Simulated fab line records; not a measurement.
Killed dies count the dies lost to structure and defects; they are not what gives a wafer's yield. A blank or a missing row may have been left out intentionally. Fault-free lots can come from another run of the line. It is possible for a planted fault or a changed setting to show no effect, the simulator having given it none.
fab line records + flow nandHarc
record:
- lots: 13
- wafers: 39
- lastDay: 24
route steps=1159 shown P_GATE@175
lots that met no fault: from a run of the same line without faults
startH: hours from the record's opening day to when the first of the lot's shown wafers began + waitH: time in hours since the lot's previous step + " same as the row above + L1.1+2: a row that stands for several wafers + - no value present, or no start provided + * or withheld: withheld + < > ~ a bound
route shown NAME@n: a module of which the file shows steps, and the number in the route of the first + usual: mean/standard deviation taken from wafers without a fault + same: alike in all rows + chamber/n: place in a boat + sites: readings site by site + _std_site: their standard deviation + _edge_site: inner sites' mean taken away from outer sites' mean + radiusMm: how far each site lies from the wafer's centre + mask NAME#n: copy n + behind: the tool/chamber that last shaped the wafer + hold: the reason the lot was held/the length of the hold in hours/how it ended + device: the n, p or np transistor that did not switch + end of line: at the end of the route, the tests of the same wafers + a step given without rows: its recipe and nothing more + killed: dies that structure and defects cost at the first sort, which is not the same as the wafer's yield + map: a wafer's dies, marking killed ones x, the rest . and places with no die _
set.NAME: the setting that was run; set.NAME@STEP: the one run at that earlier step + model.NAME: the simulator's own value behind a step, which no gauge read
route steps across a sampled set of lots; one table per step, one row per wafer
services: the hour from which a tool's chamber was out of use, counted from the record's first day as startH (under 0 if before that day), plus the number of hours and why
== steps ==
step: NHARC_P_GATE_STRIP_75
recipe:
- powerW: 1500
- tempC: 250
- chemistry: O2
usual:
- drypumpMotorCurrentA: 5.57/0.28
- heaterPowerW: 315/28
- tempC: 250.04/0.17
| lot.wafer | tool           | chamber | startH | waitH | drypumpMotorCurrentA | heaterPowerW | rfHoursCounterH | tempC  |
|-----------|----------------|---------|--------|-------|----------------------|--------------|-----------------|--------|
| L135.1    | plasmaAsher-02 | 1       | 104.36 | 0.2   | 5.26                 | 348          | 29              | 250.03 |
| L135.3    | "              | 1       | "      | "     | 5.26                 | 342          | -               | 249.93 |
| L135.5    | "              | 0       | "      | "     | 5.41                 | 285          | -               | 250.15 |
| L137.2    | plasmaAsher-02 | 1       | 110.78 | 0.2   | 5.24                 | 342          | 33              | 250.13 |
| L137.4    | "              | 0       | "      | "     | 5.48                 | 288          | -               | 250.29 |
| L137.3    | "              | 1       | "      | "     | 5.26                 | 347          | -               | 249.88 |
| L136.1    | plasmaAsher-01 | 0       | 110.96 | 0.3   | 6.02                 | 286          | 1               | 250.21 |
| L136.2    | "              | 1       | "      | "     | 5.50                 | 354          | 1               | 250.14 |
| L136.3    | "              | 0       | "      | "     | 6.03                 | 287          | -               | 250.08 |
| L138.1    | plasmaAsher-01 | 0       | 124.65 | 0.2   | 5.99                 | 286          | 5               | 249.77 |
| L138.6    | "              | 1       | "      | "     | 5.53                 | 342          | -               | 249.88 |
| L138.5    | "              | 0       | "      | "     | 6.02                 | 286          | -               | 250.00 |
| L139.4    | plasmaAsher-02 | 0       | 132.59 | 0.2   | 5.46                 | 290          | -               | 250.07 |
| L139.5    | "              | 0       | "      | "     | 5.44                 | 295          | -               | 250.13 |
| L139.6    | "              | 1       | "      | "     | 5.27                 | 345          | -               | 249.80 |
| L140.2    | plasmaAsher-01 | 0       | 133.10 | 0.3   | 5.99                 | 282          | 7               | 249.91 |
| L140.1    | "              | 1       | "      | "     | 5.52                 | 358          | 7               | 250.09 |
| L140.3    | "              | 0       | "      | "     | 5.98                 | 279          | -               | 250.06 |
| L149.2    | plasmaAsher-01 | 0       | 186.11 | 0.2   | 6.02                 | 286          | 26              | 250.44 |
| L149.4    | "              | 0       | "      | "     | 6.01                 | 285          | -               | 250.08 |
| L149.6    | "              | 0       | "      | "     | 6.02                 | 283          | -               | 250.29 |
| L151.1    | plasmaAsher-01 | 0       | 198.86 | 0.3   | 6.00                 | 285          | 31              | 249.95 |
| L151.2    | "              | 1       | "      | "     | 5.53                 | 339          | 31              | 250.08 |
| L151.6    | "              | 1       | "      | "     | 5.52                 | 352          | -               | 249.84 |
| L152.1    | plasmaAsher-01 | 1       | 199.47 | 0.3   | 5.53                 | 348          | 31              | 250.17 |
| L152.5    | "              | 1       | "      | "     | 5.54                 | 356          | -               | 250.25 |
| L152.6    | "              | 0       | "      | "     | 6.00                 | 284          | -               | 250.03 |
| L154.1    | plasmaAsher-01 | 1       | 211.12 | 0.2   | 5.54                 | 347          | 36              | 250.01 |
| L154.2    | "              | 0       | "      | "     | 6.00                 | 283          | 36              | 249.87 |
| L154.3    | "              | 0       | "      | "     | 5.99                 | 278          | -               | 249.86 |
| L155.1    | plasmaAsher-02 | 0       | 223.33 | 0.3   | 5.40                 | 302          | 11              | 250.19 |
| L155.2    | "              | 1       | "      | "     | 5.24                 | 345          | 11              | 250.14 |
| L155.6    | "              | 0       | "      | "     | 5.43                 | 298          | -               | 249.96 |
| L156.1    | plasmaAsher-02 | 1       | 230.62 | 0.3   | 5.25                 | 325          | 14              | 250.03 |
| L156.2    | "              | 0       | "      | "     | 5.40                 | 299          | 14              | 250.24 |
| L156.3    | "              | 1       | "      | "     | 5.25                 | 338          | -               | 250.03 |
| L157.2    | plasmaAsher-02 | 1       | 230.99 | 0.2   | 5.25                 | 335          | 14              | 250.14 |
| L157.5    | "              | 0       | "      | "     | 5.42                 | 304          | -               | 249.87 |
| L157.6    | "              | 1       | "      | "     | 5.24                 | 331          | -               | 250.01 |
step: NHARC_P_GATE_EXPOSE_88
recipe:
- na: 0.6
- targetCdNm: 2000
- doseMj: 11.87
- maskId: P_HVN
| lot.wafer  | tool          | chamber | startH | waitH | mask    |
|------------|---------------|---------|--------|-------|---------|
| L135.1+3+5 | krfScanner-01 | 0       | 106.64 | -     | P_HVN#0 |
| L137.2+3+4 | krfScanner-04 | 0       | 113.26 | -     | P_HVN#0 |
| L136.1+2+3 | krfScanner-03 | 0       | 113.45 | -     | P_HVN#0 |
| L138.1+5+6 | krfScanner-01 | 0       | 127.14 | -     | P_HVN#0 |
| L139.4+5+6 | krfScanner-01 | 0       | 134.81 | -     | P_HVN#0 |
| L140.1+2+3 | krfScanner-04 | 0       | 135.58 | -     | P_PSD#0 |
| L149.2+4+6 | krfScanner-03 | 0       | 188.63 | -     | P_HVN#0 |
| L151.1+2+6 | krfScanner-04 | 0       | 201.26 | -     | P_HVN#0 |
| L152.1+5+6 | krfScanner-04 | 0       | 201.86 | -     | P_HVN#0 |
| L154.1+2+3 | krfScanner-04 | 0       | 213.60 | -     | P_HVN#0 |
| L155.1+2+6 | krfScanner-03 | 0       | 225.71 | -     | P_HVN#0 |
| L156.1+2+3 | krfScanner-03 | 0       | 232.99 | -     | P_HVN#0 |
| L157.2+5+6 | krfScanner-04 | 0       | 233.47 | -     | P_HVN#0 |
step: NHARC_P_GATE_CD_MEAS_91
recipe:
- targetCdNm: 2000
- landingEnergyEv: 500
usual:
- cdNm: 1999.8/1.2
| lot.wafer | tool     | chamber | startH | waitH | cdNm   |
|-----------|----------|---------|--------|-------|--------|
| L135.1    | cdSem-01 | 0       | 106.80 | -     | 1999.3 |
| L135.3    | "        | 0       | "      | "     | 2001.6 |
| L135.5    | "        | 0       | "      | "     | 1998.2 |
| L137.2    | cdSem-02 | 0       | 113.41 | -     | 1999.1 |
| L137.3    | "        | 0       | "      | "     | 1998.4 |
| L137.4    | "        | 0       | "      | "     | 1999.3 |
| L136.1    | cdSem-02 | 0       | 113.62 | -     | 1999.0 |
| L136.2    | "        | 0       | "      | "     | 1998.4 |
| L136.3    | "        | 0       | "      | "     | 1999.7 |
| L138.1    | cdSem-03 | 0       | 127.29 | -     | 2001.3 |
| L138.5    | "        | 0       | "      | "     | 1999.9 |
| L138.6    | "        | 0       | "      | "     | 1998.9 |
| L139.4    | cdSem-01 | 0       | 134.96 | -     | 2002.0 |
| L139.5    | "        | 0       | "      | "     | 2001.8 |
| L139.6    | "        | 0       | "      | "     | 2000.4 |
| L140.1    | cdSem-01 | 0       | 135.74 | -     | -      |
| L140.2    | "        | 0       | "      | "     | -      |
| L140.3    | "        | 0       | "      | "     | -      |
| L149.2    | cdSem-02 | 0       | 188.78 | -     | 1998.8 |
| L149.4    | "        | 0       | "      | "     | 1999.1 |
| L149.6    | "        | 0       | "      | "     | 1999.6 |
| L151.1    | cdSem-01 | 0       | 201.42 | -     | 1998.2 |
| L151.2    | "        | 0       | "      | "     | 1998.1 |
| L151.6    | "        | 0       | "      | "     | 1997.8 |
| L152.1    | cdSem-01 | 0       | 202.02 | -     | 1999.6 |
| L152.5    | "        | 0       | "      | "     | 2000.0 |
| L152.6    | "        | 0       | "      | "     | 1998.6 |
| L154.1    | cdSem-02 | 0       | 213.77 | -     | 1997.4 |
| L154.2    | "        | 0       | "      | "     | 2001.4 |
| L154.3    | "        | 0       | "      | "     | 1999.9 |
| L155.1    | cdSem-02 | 0       | 225.87 | -     | 1999.4 |
| L155.2    | "        | 0       | "      | "     | 2001.5 |
| L155.6    | "        | 0       | "      | "     | 1999.6 |
| L156.1    | cdSem-01 | 0       | 233.15 | -     | 2000.3 |
| L156.2    | "        | 0       | "      | "     | 2001.0 |
| L156.3    | "        | 0       | "      | "     | 1998.4 |
| L157.2    | cdSem-01 | 0       | 233.62 | -     | 2001.2 |
| L157.5    | "        | 0       | "      | "     | 2001.5 |
| L157.6    | "        | 0       | "      | "     | 2000.9 |
step: NHARC_P_GATE_RTA_64
recipe:
- tempC: 1050
- timeS: 1
usual:
- lampPowerPct: 32/3.4
- lamp_zone_3_pct: 32/3.4
- wafer_temp_C_max: 1054.2/1
| lot.wafer | tool         | chamber | startH | waitH | lampPowerPct | lamp_zone_3_pct | wafer_temp_C_max |
|-----------|--------------|---------|--------|-------|--------------|-----------------|------------------|
| L135.1    | rtpAnneal-01 | 0       | 108.62 | -     | 28           | 28              | 1054.5           |
| L135.3    | "            | 0       | "      | "     | 28           | 28              | 1055.0           |
| L135.5    | "            | 0       | "      | "     | 28           | 28              | 1053.1           |
| L136.1    | rtpAnneal-01 | 0       | 115.48 | -     | 28           | 28              | 1054.4           |
| L136.2    | "            | 0       | "      | "     | 28           | 28              | 1054.8           |
| L136.3    | "            | 0       | "      | "     | 28           | 28              | 1053.1           |
| L137.2    | rtpAnneal-02 | 0       | 115.50 | -     | 35           | 35              | 1055.3           |
| L137.3    | "            | 0       | "      | "     | 35           | 35              | 1052.5           |
| L137.4    | "            | 0       | "      | "     | 35           | 35              | 1052.3           |
| L138.1    | rtpAnneal-02 | 0       | 129.12 | -     | 35           | 35              | 1053.7           |
| L138.5    | "            | 0       | "      | "     | 35           | 35              | 1053.7           |
| L138.6    | "            | 0       | "      | "     | 35           | 35              | 1053.3           |
| L139.4    | rtpAnneal-01 | 0       | 136.94 | -     | 28           | 28              | 1053.6           |
| L139.5    | "            | 0       | "      | "     | 28           | 28              | 1054.9           |
| L139.6    | "            | 0       | "      | "     | 28           | 28              | 1055.3           |
| L140.1    | rtpAnneal-02 | 0       | 137.59 | -     | 35           | 35              | 1054.9           |
| L140.2    | "            | 0       | "      | "     | 35           | 35              | 1053.2           |
| L140.3    | "            | 0       | "      | "     | 35           | 35              | 1055.6           |
| L149.2    | rtpAnneal-02 | 0       | 191.46 | -     | 35           | 35              | 1054.0           |
| L149.4    | "            | 0       | "      | "     | 35           | 35              | 1052.9           |
| L149.6    | "            | 0       | "      | "     | 35           | 35              | 1053.3           |
| L151.1    | rtpAnneal-01 | 0       | 203.42 | -     | 28           | 28              | 1054.8           |
| L151.2    | "            | 0       | "      | "     | 28           | 28              | 1055.7           |
| L151.6    | "            | 0       | "      | "     | 28           | 28              | 1055.2           |
| L152.1    | rtpAnneal-01 | 0       | 204.31 | -     | 28           | 28              | 1055.8           |
| L152.5    | "            | 0       | "      | "     | 28           | 28              | 1055.3           |
| L152.6    | "            | 0       | "      | "     | 28           | 28              | 1056.5           |
| L154.1    | rtpAnneal-02 | 0       | 215.57 | -     | 35           | 35              | 1053.1           |
| L154.2    | "            | 0       | "      | "     | 35           | 35              | 1055.2           |
| L154.3    | "            | 0       | "      | "     | 35           | 35              | 1054.7           |
| L155.1    | rtpAnneal-02 | 0       | 227.70 | -     | 35           | 35              | 1052.8           |
| L155.2    | "            | 0       | "      | "     | 35           | 35              | 1054.5           |
| L155.6    | "            | 0       | "      | "     | 35           | 35              | 1055.3           |
| L156.1    | rtpAnneal-02 | 0       | 234.95 | -     | 35           | 35              | 1054.1           |
| L156.2    | "            | 0       | "      | "     | 35           | 35              | 1052.9           |
| L156.3    | "            | 0       | "      | "     | 35           | 35              | 1053.6           |
| L157.2    | rtpAnneal-01 | 0       | 236.04 | -     | 28           | 28              | 1053.2           |
| L157.5    | "            | 0       | "      | "     | 28           | 28              | 1054.0           |
| L157.6    | "            | 0       | "      | "     | 28           | 28              | 1054.3           |
step: NHARC_P_GATE_RTA_80
recipe:
- tempC: 300
- timeS: 30
usual:
- lampPowerPct: 1.89/0.2
- lamp_zone_3_pct: 1.89/0.2
- wafer_temp_C_max: 301.24/0.29
| lot.wafer | tool         | chamber | startH | waitH | lampPowerPct | lamp_zone_3_pct | wafer_temp_C_max |
|-----------|--------------|---------|--------|-------|--------------|-----------------|------------------|
| L135.1    | rtpAnneal-01 | 0       | 109.25 | -     | 1.67         | 1.67            | 301.57           |
| L135.3    | "            | 0       | "      | "     | 1.67         | 1.67            | 301.09           |
| L135.5    | "            | 0       | "      | "     | 1.67         | 1.67            | 301.20           |
| L137.2    | rtpAnneal-01 | 0       | 116.09 | -     | 1.68         | 1.68            | 301.72           |
| L137.3    | "            | 0       | "      | "     | 1.68         | 1.68            | 301.24           |
| L137.4    | "            | 0       | "      | "     | 1.68         | 1.68            | 301.33           |
| L136.1    | rtpAnneal-02 | 0       | 116.12 | -     | 2.08         | 2.08            | 300.80           |
| L136.2    | "            | 0       | "      | "     | 2.09         | 2.08            | 300.61           |
| L136.3    | "            | 0       | "      | "     | 2.08         | 2.08            | 301.13           |
| L138.1    | rtpAnneal-01 | 0       | 129.72 | -     | 1.67         | 1.67            | 301.03           |
| L138.5    | "            | 0       | "      | "     | 1.67         | 1.67            | 301.38           |
| L138.6    | "            | 0       | "      | "     | 1.67         | 1.67            | 301.22           |
| L139.4    | rtpAnneal-01 | 0       | 137.56 | -     | 1.67         | 1.67            | 301.12           |
| L139.5    | "            | 0       | "      | "     | 1.67         | 1.67            | 301.36           |
| L139.6    | "            | 0       | "      | "     | 1.67         | 1.67            | 301.80           |
| L140.1    | rtpAnneal-01 | 0       | 138.19 | -     | 1.67         | 1.67            | 301.43           |
| L140.2    | "            | 0       | "      | "     | 1.67         | 1.67            | 301.16           |
| L140.3    | "            | 0       | "      | "     | 1.67         | 1.67            | 301.13           |
| L149.2    | rtpAnneal-02 | 0       | 192.06 | -     | 2.08         | 2.08            | 301.17           |
| L149.4    | "            | 0       | "      | "     | 2.08         | 2.08            | 300.85           |
| L149.6    | "            | 0       | "      | "     | 2.08         | 2.08            | 300.86           |
| L151.1    | rtpAnneal-02 | 0       | 204.16 | -     | 2.08         | 2.08            | 301.06           |
| L151.2    | "            | 0       | "      | "     | 2.08         | 2.08            | 300.81           |
| L151.6    | "            | 0       | "      | "     | 2.08         | 2.08            | 301.26           |
| L152.1    | rtpAnneal-01 | 0       | 205.10 | -     | 1.67         | 1.67            | 301.35           |
| L152.5    | "            | 0       | "      | "     | 1.67         | 1.67            | 300.85           |
| L152.6    | "            | 0       | "      | "     | 1.67         | 1.67            | 301.21           |
| L154.1    | rtpAnneal-02 | 0       | 216.26 | -     | 2.08         | 2.08            | 301.13           |
| L154.2    | "            | 0       | "      | "     | 2.08         | 2.08            | 300.90           |
| L154.3    | "            | 0       | "      | "     | 2.08         | 2.09            | 301.58           |
| L155.1    | rtpAnneal-02 | 0       | 228.49 | -     | 2.08         | 2.08            | 301.44           |
| L155.2    | "            | 0       | "      | "     | 2.08         | 2.08            | 301.26           |
| L155.6    | "            | 0       | "      | "     | 2.08         | 2.08            | 301.01           |
| L156.1    | rtpAnneal-02 | 0       | 235.56 | -     | 2.08         | 2.08            | 301.08           |
| L156.2    | "            | 0       | "      | "     | 2.08         | 2.08            | 301.68           |
| L156.3    | "            | 0       | "      | "     | 2.08         | 2.08            | 301.41           |
| L157.2    | rtpAnneal-02 | 0       | 236.65 | -     | 2.08         | 2.08            | 300.93           |
| L157.5    | "            | 0       | "      | "     | 2.08         | 2.08            | 300.83           |
| L157.6    | "            | 0       | "      | "     | 2.08         | 2.08            | 301.41           |
== services ==
| tool           | chamber | startH | hours | kind      |
|----------------|---------|--------|-------|-----------|
| krfScanner-01  | -       | 84.00  | 4.0   | pm        |
| krfScanner-03  | -       | 89.40  | 0.2   | repair    |
| plasmaAsher-01 | -       | 99.29  | 9.0   | pm        |
| plasmaAsher-01 | 0       | 99.29  | 9.0   | ventCycle |
| plasmaAsher-01 | 1       | 99.29  | 9.0   | ventCycle |
| plasmaAsher-01 | 0       | 108.29 | -     | clean     |
| plasmaAsher-01 | 1       | 108.29 | -     | clean     |
| krfScanner-04  | -       | 126.00 | 4.0   | pm        |
| krfScanner-03  | -       | 145.10 | 0.6   | repair    |
| krfScanner-03  | -       | 168.00 | 4.0   | pm        |
| plasmaAsher-02 | -       | 183.00 | 9.0   | pm        |
| plasmaAsher-02 | 0       | 183.00 | 9.0   | ventCycle |
| plasmaAsher-02 | 1       | 183.00 | 9.0   | ventCycle |
| plasmaAsher-02 | 0       | 192.00 | -     | clean     |
| plasmaAsher-02 | 1       | 192.00 | -     | clean     |
| plasmaAsher-02 | -       | 235.76 | 14.0  | repair    |
== key ==
firstSign:
- step: NHARC_P_GATE_EXPOSE_88
- reading: mask
- direction: changed
effect:
- step: NHARC_P_GATE_CD_MEAS_91
- reading: cdNm
- direction: missing
metAt NHARC_P_GATE_EXPOSE_88
struckLots L140
laterRowsLeftOut L140.1,L140.2,L140.3
sortLeftOut L140.1,L140.2,L140.3
testerLeftOut L140
notActingAt NHARC_P_GATE_STRIP_75,NHARC_P_GATE_RTA_64,NHARC_P_GATE_RTA_80
onsetBetween 113.26 135.58
fault:
- kind: wrongMask
- tool: any
- chamber: -
- onsetH: 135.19
- steps: NHARC_P_GATE_EXPOSE_88
- auxCopy: P_PSD#0
- scope: struckLotsOnly
testerLeftOut: of these lots the tester's yield and bins aren't shown, on N5 and GAA mostly nor the transistor test; their killed dies are dies lost to structure and defects alone, not to doping, threshold or leakage, so they don't give the yield
sortLeftOut: the simulated sort isn't trusted on such a fault, so these wafers' sort isn't shown, and their yield isn't known
laterRowsLeftOut: the simulator's readings of these wafers behind a module that went badly wrong aren't trusted and aren't shown, but for the sort
